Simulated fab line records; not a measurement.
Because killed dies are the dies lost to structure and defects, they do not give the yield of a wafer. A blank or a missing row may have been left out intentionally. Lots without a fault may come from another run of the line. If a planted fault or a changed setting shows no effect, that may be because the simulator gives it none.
fab line records | flow n5Finfet | part 1 of 2: steps 1 to 15 of 24
record: lots: 5 | wafers: 15 | lastDay: 17
route steps=1938 shown MOL_CONTACT_COAG@602
lots that met no fault: from a run of the same line without faults
startH: the number of hours between the record's first day and the start of the first shown wafer of the lot | waitH: time in hours since the lot's previous step | " unchanged from the row above | L1.1+2: several wafers, shown together as one row | - no value, or no start given | * or withheld: withheld | < > ~ a bound
route shown NAME@n: names a module that has steps shown in the file, with the first one's number in the route | usual: mean/standard deviation of fault-free wafers | same: alike in all rows | chamber/n: place in a boat | sites: each site's reading | _std_site: the values' standard deviation | _edge_site: mean of outer sites minus mean of inner sites | radiusMm: for every site, how far away it sits from the centre of the wafer | mask NAME#n: copy n | behind: the most recent tool/chamber to have shaped the wafer | hold: why the lot was held/for how many hours/how that ended | device: the transistor (n, p or np) that didn't switch | end of line: at the end of the route, the tests of the same wafers | a step with no rows: only its recipe | killed: count of dies lost to structure and defects at first sort (not the wafer's yield) | map: a wafer's dies, x killed, . not, _ none there
set.NAME: the run value of the setting; set.NAME@STEP: its run value at that earlier step | model.NAME: the simulator's own value behind a step, which no gauge read
lots seen at some steps along the route; tables by step, rows by wafer
services: a tool's chamber out of use, with start hour (startH, from the record's first day; less than 0 if before it), hours out, and reason
== steps ==
step: N5_MOL_CONTACT_COAG_CD_MEAS_40
recipe: targetCdNm: 25.1 | landingEnergyEv: 500 | detector: seInlens | polarity: opening
usual: cdNm: 25.10/0.23
lot.wafer | tool     | chamber | startH | waitH | cdNm
L075.1    | cdSem-01 | 0       | 113.64 | -     | 25.36
L075.2    | "        | 0       | "      | "     | 24.72
L075.4    | "        | 0       | "      | "     | 25.54
L080.3    | cdSem-02 | 0       | 137.51 | -     | 24.85
L080.4    | "        | 0       | "      | "     | 25.18
L080.6    | "        | 0       | "      | "     | 25.13
L084.2    | cdSem-01 | 0       | 163.92 | -     | 25.25
L084.3    | "        | 0       | "      | "     | 24.79
L084.6    | "        | 0       | "      | "     | 25.28
L087.1    | cdSem-02 | 0       | 174.77 | -     | 24.88
L087.2    | "        | 0       | "      | "     | 25.00
L087.4    | "        | 0       | "      | "     | 25.24
L095.1    | cdSem-01 | 0       | 227.04 | -     | 25.18
L095.2    | "        | 0       | "      | "     | 25.33
L095.4    | "        | 0       | "      | "     | 25.32
step: N5_MOL_CONTACT_COAG_OVL_MEAS_41
recipe: pointsPerWafer: 522
usual: VD_OVL: 0.2/0.72
lot.wafer | tool       | chamber | startH | waitH | VD_OVL[nm]
L075.1    | overlay-01 | 0       | 113.68 | 0.0   | 0.0
L075.2    | "          | 0       | "      | "     | -0.8
L075.4    | "          | 0       | "      | "     | -0.5
L080.3    | overlay-02 | 0       | 137.55 | 0.0   | 0.0
L080.4    | "          | 0       | "      | "     | 1.1
L080.6    | "          | 0       | "      | "     | 0.7
L084.2    | overlay-02 | 0       | 163.96 | 0.0   | -0.8
L084.3    | "          | 0       | "      | "     | 0.1
L084.6    | "          | 0       | "      | "     | -0.1
L087.1    | overlay-01 | 0       | 174.80 | 0.0   | 1.0
L087.2    | "          | 0       | "      | "     | 0.7
L087.4    | "          | 0       | "      | "     | 0.9
L095.1    | overlay-02 | 0       | 227.07 | 0.0   | 1.0
L095.2    | "          | 0       | "      | "     | 1.3
L095.4    | "          | 0       | "      | "     | 0.3
step: N5_MOL_CONTACT_COAG_INSPECT_42
recipe: mode: adi | inspectInstrument: brightfield
usual: rawDefectCount: 230/54
lot.wafer | tool             | chamber | startH | waitH | rawDefectCount
L075.1    | defectInspect-02 | -       | 113.73 | 0.1   | 236
L075.2    | "                | -       | "      | "     | 175
L075.4    | "                | -       | "      | "     | 214
L080.3    | defectInspect-01 | -       | 137.59 | 0.0   | 134
L080.4    | "                | -       | "      | "     | 186
L080.6    | "                | -       | "      | "     | 254
L084.2    | defectInspect-01 | -       | 164.01 | 0.0   | 177
L084.3    | "                | -       | "      | "     | 184
L084.6    | "                | -       | "      | "     | 156
L087.1    | defectInspect-02 | -       | 174.85 | 0.1   | 233
L087.2    | "                | -       | "      | "     | 229
L087.4    | "                | -       | "      | "     | 235
L095.1    | defectInspect-01 | -       | 227.13 | 0.1   | 230
L095.2    | "                | -       | "      | "     | 193
L095.4    | "                | -       | "      | "     | 200
step: N5_MOL_CONTACT_COAG_DESCUM_45
recipe: chemistry: O2 | timeS: 7 | sourcePowerW: 50 | biasPowerW: 20 | pressureMtorr: 20 | rfFrequencyHz: 2.712e+07 | tempC: 40 | resist: CAR-EUV | o2FlowSccm: 225
usual: drypumpMotorCurrentA: 5.8/0.4 | oesProductAu: 0.81/0.077 | rfVppV: 243.3/1.3 | showerheadPlenumPTorr: 2.11/0.071 | tempC: 40.00/0.12 | throttleValvePct: 20.46/0.29
lot.wafer | tool       | chamber | startH | waitH | drypumpMotorCurrentA | oesProductAu | rfHoursCounterH | rfVppV | showerheadPlenumPTorr | tempC | throttleValvePct
L075.1    | rieDiel-03 | 2       | 113.77 | 0.0   | 5.6                  | 0.82         | 83              | 245.6  | 2.21                  | 40.00 | 20.56
L075.2    | "          | 3       | "      | "     | 5.1                  | 0.71         | 197             | 241.8  | 1.99                  | 39.91 | 20.55
L075.4    | "          | 1       | "      | "     | 5.8                  | 0.95         | 11              | 245.2  | 2.23                  | 40.19 | 20.09
L080.3    | rieDiel-06 | 2       | 137.63 | 0.0   | 6.8                  | 0.77         | 162             | 242.9  | 2.09                  | 40.13 | 20.83
L080.4    | "          | 3       | "      | "     | 5.4                  | 0.86         | 71              | 245.2  | 2.12                  | 39.78 | 20.24
L080.6    | "          | 2       | "      | "     | 6.8                  | 0.76         | -               | 243.7  | 2.09                  | 40.11 | 20.83
L084.2    | rieDiel-03 | 0       | 164.04 | 0.0   | 6.0                  | 0.72         | 215             | 244.9  | 2.17                  | 39.94 | 20.78
L084.3    | "          | 1       | "      | "     | 5.8                  | 0.89         | 29              | 243.5  | 2.23                  | 40.03 | 20.10
L084.6    | "          | 3       | "      | "     | 5.1                  | 0.70         | -               | 242.7  | 1.98                  | 39.94 | 20.59
L087.1    | rieDiel-01 | 0       | 174.89 | 0.0   | 5.5                  | 0.90         | 33              | 242.0  | 2.04                  | 39.96 | 20.65
L087.2    | "          | 2       | "      | "     | 5.9                  | 0.73         | 188             | 243.8  | 2.17                  | 39.91 | 20.66
L087.4    | "          | 1       | "      | "     | 5.5                  | 0.82         | 108             | 242.7  | 2.11                  | 39.95 | 20.09
L095.1    | rieDiel-01 | 0       | 227.16 | 0.0   | 5.5                  | 0.87         | 50              | 242.4  | 2.03                  | 39.96 | 20.68
L095.2    | "          | 2       | "      | "     | 5.9                  | 0.72         | 203             | 243.2  | 2.17                  | 39.92 | 20.69
L095.4    | "          | 1       | "      | "     | 5.5                  | 0.79         | 124             | 243.6  | 2.11                  | 40.05 | 20.12
step: N5_MOL_CONTACT_COAG_ETCH_65
recipe: chemistry: N2/H2 | target: underlayer | targetDepthA: 130 | maskMaterial: CAR-EUV | timeS: 10.4 | ionEnergyEv: 200 | pressureMtorr: 30 | sourceW: 840 | biasW: 150 | n2FlowSccm: 200 | h2FlowSccm: 200 | ends: cleared
usual: drypumpMotorCurrentA: 5.8/0.4 | etchRfOnTimeS: 10.38/0.16 | oesProductAu: 0.69/0.065 | rfVppV: 524.2/2.6 | showerheadPlenumPTorr: 2.56/0.081 | throttleValvePct: 17.9/0.32
lot.wafer | tool       | chamber | startH | waitH | drypumpMotorCurrentA | etchRfOnTimeS | oesProductAu | rfHoursCounterH | rfVppV | showerheadPlenumPTorr | throttleValvePct
L075.1    | rieDiel-03 | 2       | 113.80 | 0.0   | 5.7                  | 10.41         | 0.71         | 83              | 526.7  | 2.68                  | 17.9
L075.2    | "          | 3       | "      | "     | 5.1                  | 10.67         | 0.61         | 197             | 521.2  | 2.42                  | 18.0
L075.4    | "          | 1       | "      | "     | 5.8                  | 10.50         | 0.81         | 11              | 526.7  | 2.70                  | 17.4
L080.3    | rieDiel-06 | 2       | 137.66 | 0.0   | 6.8                  | 10.46         | 0.65         | 162             | 522.9  | 2.53                  | 18.1
L080.4    | "          | 3       | "      | "     | 5.4                  | 10.24         | 0.74         | 71              | 523.7  | 2.58                  | 17.7
L080.6    | "          | 2       | "      | "     | 6.8                  | 10.41         | 0.65         | -               | 523.1  | 2.53                  | 18.1
L084.2    | rieDiel-03 | 0       | 164.08 | 0.0   | 6.0                  | 10.48         | 0.61         | 215             | 526.0  | 2.62                  | 18.2
L084.3    | "          | 1       | "      | "     | 5.8                  | 10.66         | 0.77         | 29              | 528.7  | 2.69                  | 17.4
L084.6    | "          | 3       | "      | "     | 5.1                  | 10.78         | 0.60         | -               | 519.1  | 2.41                  | 18.0
L087.1    | rieDiel-01 | 0       | 174.92 | 0.0   | 5.5                  | 10.29         | 0.76         | 33              | 522.3  | 2.49                  | 18.3
L087.2    | "          | 2       | "      | "     | 5.9                  | 10.42         | 0.62         | 188             | 526.2  | 2.64                  | 18.2
L087.4    | "          | 1       | "      | "     | 5.5                  | 10.32         | 0.70         | 108             | 525.0  | 2.56                  | 17.5
L095.1    | rieDiel-01 | 0       | 227.20 | 0.0   | 5.5                  | 10.42         | 0.73         | 50              | 521.8  | 2.49                  | 18.3
L095.2    | "          | 2       | "      | "     | 5.8                  | 10.42         | 0.60         | 203             | 525.7  | 2.64                  | 18.2
L095.4    | "          | 1       | "      | "     | 5.5                  | 10.30         | 0.68         | 124             | 523.5  | 2.55                  | 17.5
step: N5_MOL_CONTACT_COAG_ETCH_66
recipe: chemistry: CF4 | target: SiARC | targetDepthA: 130 | maskMaterial: CAR-EUV | timeS: 21.7 | ionEnergyEv: 80 | pressureMtorr: 40 | sourceW: 545 | biasW: 36 | Ar_flow_sccm: 100 | cf4FlowSccm: 100 | ends: cleared
usual: cf4FlowSccm: 100.0/0.32 | drypumpMotorCurrentA: 5.8/0.4 | etchRfOnTimeS: 21.7/0.39 | oesProductAu: 0.69/0.066 | rfVppV: 184.2/1.2 | showerheadPlenumPTorr: 2.16/0.065 | throttleValvePct: 15.64/0.29
lot.wafer | tool       | chamber | startH | waitH | cf4FlowSccm | drypumpMotorCurrentA | etchRfOnTimeS | oesProductAu | rfHoursCounterH | rfVppV | showerheadPlenumPTorr | throttleValvePct
L075.1    | rieDiel-03 | 2       | 113.82 | 0.0   | 99.7        | 5.6                  | 22.0          | 0.70         | 83              | 186.3  | 2.25                  | 15.69
L075.2    | "          | 3       | "      | "     | 99.9        | 5.1                  | 22.2          | 0.61         | 197             | 182.8  | 2.04                  | 15.79
L075.4    | "          | 1       | "      | "     | 100.1       | 5.8                  | 22.0          | 0.80         | 11              | 186.8  | 2.28                  | 15.23
L080.3    | rieDiel-06 | 2       | 137.68 | 0.0   | 100.1       | 6.8                  | 21.9          | 0.65         | 162             | 183.6  | 2.14                  | 16.07
L080.4    | "          | 3       | "      | "     | 100.0       | 5.4                  | 21.1          | 0.73         | 71              | 185.0  | 2.17                  | 15.41
L080.6    | "          | 2       | "      | "     | 100.3       | 6.8                  | 21.8          | 0.64         | -               | 184.9  | 2.14                  | 16.05
L084.2    | rieDiel-03 | 0       | 164.10 | 0.0   | 99.7        | 6.0                  | 22.1          | 0.61         | 215             | 183.3  | 2.21                  | 15.95
L084.3    | "          | 1       | "      | "     | 100.0       | 5.8                  | 22.3          | 0.76         | 29              | 187.1  | 2.27                  | 15.28
L084.6    | "          | 3       | "      | "     | 100.4       | 5.1                  | 22.7          | 0.60         | -               | 182.2  | 2.04                  | 15.83
L087.1    | rieDiel-01 | 0       | 174.94 | 0.0   | 100.4       | 5.5                  | 21.3          | 0.76         | 33              | 183.1  | 2.10                  | 15.83
L087.2    | "          | 2       | "      | "     | 99.9        | 5.9                  | 21.7          | 0.62         | 188             | 186.2  | 2.22                  | 15.81
L087.4    | "          | 1       | "      | "     | 99.9        | 5.5                  | 20.9          | 0.71         | 108             | 185.5  | 2.16                  | 15.27
L095.1    | rieDiel-01 | 0       | 227.22 | 0.0   | 100.2       | 5.5                  | 21.6          | 0.73         | 50              | 182.9  | 2.10                  | 15.86
L095.2    | "          | 2       | "      | "     | 100.5       | 5.8                  | 21.9          | 0.61         | 203             | 185.3  | 2.21                  | 15.85
L095.4    | "          | 1       | "      | "     | 99.6        | 5.5                  | 21.1          | 0.69         | 124             | 184.2  | 2.15                  | 15.29
step: N5_MOL_CONTACT_COAG_ALD_133
recipe: material: SiO2 | targetThkA: 50 | tempC: 100 | aldPrecursorFamily: BDEAS | aldCoReactant: O2-plasma | pulseTimeS: 1 | coReactantPulseTimeS: 1 | purgeTimeS: 2 | coReactantPurgeTimeS: 2 | aldCycles: 35 | pressureTorr: 2
usual: heaterPowerOuterW: 40/4.5 | heaterPowerW: 76/8.7 | precursorPulseHeightRel: 1.000/0.02
same: coReactantPurgeTimeS: 2
lot.wafer | tool      | chamber | startH | waitH | heaterPowerOuterW | heaterPowerW | precursorPulseHeightRel
L075.1    | aldSin-02 | 0       | 114.10 | 0.3   | 48                | 92           | 1.022
L075.2    | "         | 3       | "      | "     | 32                | 62           | 0.992
L075.4    | "         | 1       | "      | "     | 37                | 70           | 1.006
L080.3    | aldSin-02 | 3       | 137.76 | 0.1   | 32                | 62           | 1.027
L080.4    | "         | 0       | "      | "     | 47                | 94           | 0.990
L080.6    | "         | 0       | "      | "     | 48                | 92           | 0.990
L084.2    | aldSin-02 | 2       | 164.18 | 0.1   | 42                | 77           | 0.984
L084.3    | "         | 1       | "      | "     | 36                | 70           | 1.020
L084.6    | "         | 1       | "      | "     | 38                | 72           | 1.000
L087.1    | aldSin-02 | 2       | 175.09 | 0.1   | 42                | 78           | 1.026
L087.2    | "         | 0       | "      | "     | 49                | 93           | 0.986
L087.4    | "         | 2       | "      | "     | 42                | 78           | 1.022
L095.1    | aldSin-03 | 3       | 227.30 | 0.1   | 35                | 69           | 1.010
L095.2    | "         | 0       | "      | "     | 40                | 82           | 0.959
L095.4    | "         | 2       | "      | "     | 38                | 70           | 0.989
step: N5_MOL_CONTACT_COAG_ETCHBACK_134
recipe: chemistry: CHF3 | target: SiO2 | targetDepthA: 100 | timeS: 6.7 | ionEnergyEv: 200 | pressureMtorr: 30 | sourceW: 610 | biasW: 170 | Ar_flow_sccm: 200 | CHF3_flow_sccm: 50
usual: drypumpMotorCurrentA: 5.8/0.47 | oesProductAu: 0.79/0.068 | rfVppV: 525/3.6 | showerheadPlenumPTorr: 2.39/0.07 | throttleValvePct: 18.82/0.27
lot.wafer | tool       | chamber | startH | waitH | drypumpMotorCurrentA | oesProductAu | rfHoursCounterH | rfVppV | showerheadPlenumPTorr | throttleValvePct
L075.1    | rieDiel-01 | 3       | 114.28 | 0.1   | 6.1                  | 0.67         | 241             | 523    | 2.34                  | 18.63
L075.2    | "          | 0       | "      | "     | 5.5                  | 0.95         | 8               | 525    | 2.34                  | 18.98
L075.4    | "          | 1       | "      | "     | 5.5                  | 0.85         | 82              | 523    | 2.41                  | 18.30
L080.3    | rieDiel-06 | 0       | 137.94 | 0.1   | 5.7                  | 0.77         | 125             | 523    | 2.39                  | 18.79
L080.4    | "          | 3       | "      | "     | 5.4                  | 0.87         | 71              | 530    | 2.42                  | 18.53
L080.6    | "          | 0       | "      | "     | 5.8                  | 0.77         | -               | 522    | 2.39                  | 18.78
L084.2    | rieDiel-03 | 2       | 164.36 | 0.1   | 5.6                  | 0.80         | 102             | 529    | 2.50                  | 18.85
L084.3    | "          | 0       | "      | "     | 6.0                  | 0.72         | 215             | 528    | 2.45                  | 19.04
L084.6    | "          | 3       | "      | "     | 5.1                  | 0.71         | -               | 520    | 2.27                  | 18.90
L087.1    | rieDiel-06 | 0       | 175.27 | 0.1   | 5.8                  | 0.75         | 137             | 521    | 2.39                  | 18.82
L087.2    | "          | 3       | "      | "     | 5.4                  | 0.85         | 84              | 529    | 2.41                  | 18.58
L087.4    | "          | 1       | "      | "     | 5.8                  | 0.83         | 80              | 518    | 2.31                  | 18.97
L095.1    | rieDiel-06 | 2       | 227.48 | 0.1   | 6.8                  | 0.73         | 194             | 527    | 2.37                  | 19.25
L095.2    | "          | 0       | "      | "     | 5.8                  | 0.75         | 153             | 522    | 2.38                  | 18.82
L095.4    | "          | 3       | "      | "     | 5.4                  | 0.83         | 103             | 527    | 2.40                  | 18.60
step: N5_MOL_CONTACT_COAG_ETCH_67
recipe: chemistry: N2/H2 | target: SOC | targetDepthA: 600 | overetchA: 210 | maskMaterial: SiARC | tempC: 40 | timeS: 101.2 | ionEnergyEv: 200 | pressureMtorr: 30 | sourceW: 840 | biasW: 150 | n2FlowSccm: 200 | h2FlowSccm: 200
usual: drypumpMotorCurrentA: 5.8/0.47 | oesProductAu: 0.66/0.053 | rfVppV: 524.3/2.3 | showerheadPlenumPTorr: 2.55/0.079 | tempC: 40.00/0.11 | throttleValvePct: 17.89/0.27
lot.wafer | tool       | chamber | startH | waitH | drypumpMotorCurrentA | oesProductAu | rfHoursCounterH | rfVppV | showerheadPlenumPTorr | tempC | throttleValvePct
L075.1    | rieDiel-01 | 3       | 114.32 | 0.0   | 6.1                  | 0.57         | 241             | 524.0  | 2.50                  | 40.08 | 17.71
L075.2    | "          | 0       | "      | "     | 5.5                  | 0.79         | 8               | 523.0  | 2.50                  | 40.20 | 18.16
L075.4    | "          | 1       | "      | "     | 5.5                  | 0.70         | 82              | 525.0  | 2.57                  | 40.02 | 17.39
L080.3    | rieDiel-06 | 0       | 137.97 | 0.0   | 5.8                  | 0.65         | 125             | 525.6  | 2.56                  | 39.94 | 17.84
L080.4    | "          | 3       | "      | "     | 5.4                  | 0.72         | 71              | 525.3  | 2.58                  | 40.08 | 17.62
L080.6    | "          | 0       | "      | "     | 5.8                  | 0.65         | -               | 523.8  | 2.56                  | 39.91 | 17.85
L084.2    | rieDiel-03 | 2       | 164.39 | 0.0   | 5.7                  | 0.68         | 102             | 527.9  | 2.67                  | 40.11 | 17.86
L084.3    | "          | 0       | "      | "     | 6.0                  | 0.61         | 215             | 525.7  | 2.62                  | 40.07 | 18.18
L084.6    | "          | 3       | "      | "     | 5.1                  | 0.60         | -               | 521.3  | 2.41                  | 39.87 | 17.96
L087.1    | rieDiel-06 | 0       | 175.31 | 0.0   | 5.8                  | 0.65         | 137             | 524.6  | 2.55                  | 39.93 | 17.86
L087.2    | "          | 3       | "      | "     | 5.4                  | 0.70         | 85              | 523.6  | 2.57                  | 39.97 | 17.63
L087.4    | "          | 1       | "      | "     | 5.8                  | 0.70         | 80              | 521.9  | 2.46                  | 39.99 | 18.10
L095.1    | rieDiel-06 | 2       | 227.51 | 0.0   | 6.8                  | 0.62         | 195             | 523.2  | 2.51                  | 39.82 | 18.15
L095.2    | "          | 0       | "      | "     | 5.7                  | 0.62         | 153             | 522.8  | 2.55                  | 40.01 | 17.88
L095.4    | "          | 3       | "      | "     | 5.4                  | 0.68         | 103             | 522.6  | 2.56                  | 40.07 | 17.68
step: N5_MOL_CONTACT_COAG_STRIP_68
recipe: chemistry: N2/H2 | tempC: 40 | n2FlowSccm: 200 | h2FlowSccm: 200 | rfFrequencyHz: 6e+07
lot.wafer  | tool       | chamber | startH | waitH
L075.1+2+4 | rieDiel-01 | 3,0,1   | 114.39 | 0.0
L080.3+4+6 | rieDiel-06 | 0,3,0   | 138.04 | 0.0
L084.2+3+6 | rieDiel-03 | 2,0,3   | 164.46 | 0.0
L087.1+2+4 | rieDiel-06 | 0,3,1   | 175.38 | 0.0
L095.1+2+4 | rieDiel-06 | 2,0,3   | 227.58 | 0.0
step: N5_MOL_CONTACT_COAG_STRIP_69
recipe: chemistry: N2/H2 | tempC: 40 | n2FlowSccm: 200 | h2FlowSccm: 200 | rfFrequencyHz: 6e+07
lot.wafer  | tool       | chamber | startH | waitH
L075.1+2+4 | rieDiel-01 | 3,0,1   | 114.40 | 0.0
L080.3+4+6 | rieDiel-06 | 0,3,0   | 138.05 | 0.0
L084.2+3+6 | rieDiel-03 | 2,0,3   | 164.47 | 0.0
L087.1+2+4 | rieDiel-06 | 0,3,1   | 175.39 | 0.0
L095.1+2+4 | rieDiel-06 | 2,0,3   | 227.59 | 0.0
step: N5_MOL_CONTACT_COAG_ETCHBACK_136
recipe: chemistry: CHF3 | target: SiO2 | targetDepthA: 250 | timeS: 16.7 | ionEnergyEv: 200 | pressureMtorr: 30 | sourceW: 610 | biasW: 170 | Ar_flow_sccm: 200 | CHF3_flow_sccm: 50
usual: drypumpMotorCurrentA: 5.8/0.48 | oesProductAu: 0.79/0.069 | rfVppV: 525/3.7 | showerheadPlenumPTorr: 2.39/0.07 | throttleValvePct: 18.82/0.27
lot.wafer | tool       | chamber | startH | waitH | drypumpMotorCurrentA | oesProductAu | rfHoursCounterH | rfVppV | showerheadPlenumPTorr | throttleValvePct
L075.1    | rieDiel-01 | 3       | 114.41 | 0.0   | 6.1                  | 0.67         | 241             | 523    | 2.34                  | 18.63
L075.2    | "          | 0       | "      | "     | 5.4                  | 0.95         | 8               | 526    | 2.34                  | 18.96
L075.4    | "          | 1       | "      | "     | 5.5                  | 0.85         | 82              | 523    | 2.41                  | 18.32
L080.3    | rieDiel-06 | 0       | 138.06 | 0.0   | 5.7                  | 0.77         | 125             | 524    | 2.39                  | 18.78
L080.4    | "          | 3       | "      | "     | 5.4                  | 0.86         | 71              | 528    | 2.42                  | 18.54
L080.6    | "          | 0       | "      | "     | 5.8                  | 0.77         | -               | 523    | 2.39                  | 18.78
L084.2    | rieDiel-03 | 2       | 164.48 | 0.0   | 5.7                  | 0.80         | 102             | 529    | 2.50                  | 18.85
L084.3    | "          | 0       | "      | "     | 6.0                  | 0.72         | 215             | 526    | 2.45                  | 19.03
L084.6    | "          | 3       | "      | "     | 5.1                  | 0.70         | -               | 521    | 2.27                  | 18.92
L087.1    | rieDiel-06 | 0       | 175.40 | 0.0   | 5.8                  | 0.76         | 137             | 524    | 2.39                  | 18.80
L087.2    | "          | 3       | "      | "     | 5.4                  | 0.85         | 85              | 529    | 2.41                  | 18.58
L087.4    | "          | 1       | "      | "     | 5.8                  | 0.83         | 80              | 519    | 2.31                  | 18.95
L095.1    | rieDiel-06 | 2       | 227.60 | 0.0   | 6.8                  | 0.74         | 195             | 528    | 2.37                  | 19.25
L095.2    | "          | 0       | "      | "     | 5.7                  | 0.75         | 153             | 523    | 2.38                  | 18.82
L095.4    | "          | 3       | "      | "     | 5.4                  | 0.83         | 103             | 527    | 2.40                  | 18.60
step: N5_MOL_CONTACT_COAG_STRIP_120
recipe: chemistry: CHF3 | resist: SiARC | rfFrequencyHz: 6e+07
lot.wafer  | tool       | chamber | startH | waitH
L075.1+2+4 | rieDiel-01 | 3,0,1   | 114.43 | 0.0
L080.3+4+6 | rieDiel-06 | 0,3,0   | 138.09 | 0.0
L084.2+3+6 | rieDiel-03 | 2,0,3   | 164.50 | 0.0
L087.1+2+4 | rieDiel-06 | 0,3,1   | 175.42 | 0.0
L095.1+2+4 | rieDiel-06 | 2,0,3   | 227.62 | 0.0
step: N5_MOL_CONTACT_COAG_VIA_ETCH_117
recipe: chemistry: C4F6/O2 | targetDepthA: 400 | overetchA: 80 | maskMaterial: SOC | target: SiO2 | biasW: 455 | pressureMtorr: 10 | timeS: 26 | sourceW: 325 | Ar_flow_sccm: 300 | C4F6_flow_sccm: 10 | O2_flow_sccm: 10 | ionEnergyEv: 575.3 | ends: endPoint
usual: drypumpMotorCurrentA: 5.8/0.47 | oesProductAu: 0.71/0.056 | rfVppV: 1591/10 | showerheadPlenumPTorr: 2.86/0.083 | throttleValvePct: 41.2/0.32
lot.wafer | tool       | chamber | startH | waitH | drypumpMotorCurrentA | oesProductAu | rfHoursCounterH | rfVppV | showerheadPlenumPTorr | throttleValvePct
L075.1    | rieDiel-01 | 3       | 114.44 | 0.0   | 6.1                  | 0.61         | 241             | 1585   | 2.79                  | 40.7
L075.2    | "          | 0       | "      | "     | 5.5                  | 0.85         | 8               | 1595   | 2.80                  | 41.7
L075.4    | "          | 1       | "      | "     | 5.5                  | 0.74         | 82              | 1583   | 2.87                  | 40.8
L080.3    | rieDiel-06 | 0       | 138.10 | 0.0   | 5.7                  | 0.70         | 125             | 1583   | 2.85                  | 41.0
L080.4    | "          | 3       | "      | "     | 5.4                  | 0.77         | 71              | 1599   | 2.88                  | 41.0
L080.6    | "          | 0       | "      | "     | 5.8                  | 0.70         | -               | 1582   | 2.85                  | 41.0
L084.2    | rieDiel-03 | 2       | 164.51 | 0.0   | 5.7                  | 0.73         | 102             | 1602   | 2.98                  | 40.9
L084.3    | "          | 0       | "      | "     | 6.0                  | 0.65         | 215             | 1597   | 2.93                  | 41.3
L084.6    | "          | 3       | "      | "     | 5.1                  | 0.64         | -               | 1577   | 2.71                  | 41.3
L087.1    | rieDiel-06 | 0       | 175.43 | 0.0   | 5.7                  | 0.68         | 137             | 1584   | 2.85                  | 41.0
L087.2    | "          | 3       | "      | "     | 5.4                  | 0.74         | 85              | 1599   | 2.88                  | 41.0
L087.4    | "          | 1       | "      | "     | 5.8                  | 0.73         | 80              | 1576   | 2.76                  | 41.6
L095.1    | rieDiel-06 | 2       | 227.63 | 0.0   | 6.9                  | 0.66         | 195             | 1600   | 2.83                  | 41.5
L095.2    | "          | 0       | "      | "     | 5.7                  | 0.67         | 153             | 1584   | 2.84                  | 41.0
L095.4    | "          | 3       | "      | "     | 5.4                  | 0.72         | 103             | 1598   | 2.87                  | 41.1
step: N5_MOL_CONTACT_COAG_ETCH_124
recipe: chemistry: CH3F/O2 | target: SiNx | targetDepthA: 65 | maskMaterial: SOC | stopOn: SiOC | overEtchFrac: 0.3 | ionEnergyEv: 120 | pressureMtorr: 30 | sourceW: 395 | biasW: 73 | Ar_flow_sccm: 150 | CH3F_flow_sccm: 30 | O2_flow_sccm: 20 | ends: endPoint
usual: drypumpMotorCurrentA: 5.8/0.47 | oesProductAu: 0.68/0.055 | rfVppV: 298.1/2.2 | showerheadPlenumPTorr: 2.01/0.061 | throttleValvePct: 16.41/0.27
lot.wafer | tool       | chamber | startH | waitH | drypumpMotorCurrentA | oesProductAu | rfHoursCounterH | rfVppV | showerheadPlenumPTorr | throttleValvePct
L075.1    | rieDiel-01 | 3       | 114.47 | 0.0   | 6.1                  | 0.59         | 241             | 296.6  | 1.96                  | 16.27
L075.2    | "          | 0       | "      | "     | 5.4                  | 0.80         | 8               | 299.0  | 1.97                  | 16.51
L075.4    | "          | 1       | "      | "     | 5.5                  | 0.71         | 82              | 297.2  | 2.03                  | 15.90
L080.3    | rieDiel-06 | 0       | 138.13 | 0.0   | 5.8                  | 0.66         | 125             | 296.9  | 2.01                  | 16.37
L080.4    | "          | 3       | "      | "     | 5.4                  | 0.73         | 71              | 300.4  | 2.03                  | 16.12
L080.6    | "          | 0       | "      | "     | 5.7                  | 0.66         | -               | 296.5  | 2.01                  | 16.37
L084.2    | rieDiel-03 | 2       | 164.54 | 0.0   | 5.6                  | 0.69         | 102             | 300.0  | 2.10                  | 16.44
L084.3    | "          | 0       | "      | "     | 6.0                  | 0.62         | 215             | 299.6  | 2.06                  | 16.64
L084.6    | "          | 3       | "      | "     | 5.1                  | 0.61         | -               | 294.7  | 1.90                  | 16.53
L087.1    | rieDiel-06 | 0       | 175.46 | 0.0   | 5.7                  | 0.65         | 137             | 295.6  | 2.01                  | 16.40
L087.2    | "          | 3       | "      | "     | 5.5                  | 0.72         | 85              | 301.0  | 2.03                  | 16.14
L087.4    | "          | 1       | "      | "     | 5.8                  | 0.71         | 80              | 296.2  | 1.94                  | 16.53
L095.1    | rieDiel-06 | 2       | 227.66 | 0.0   | 6.8                  | 0.63         | 195             | 298.8  | 1.99                  | 16.86
L095.2    | "          | 0       | "      | "     | 5.7                  | 0.65         | 153             | 295.6  | 2.00                  | 16.43
L095.4    | "          | 3       | "      | "     | 5.4                  | 0.70         | 103             | 298.7  | 2.02                  | 16.18
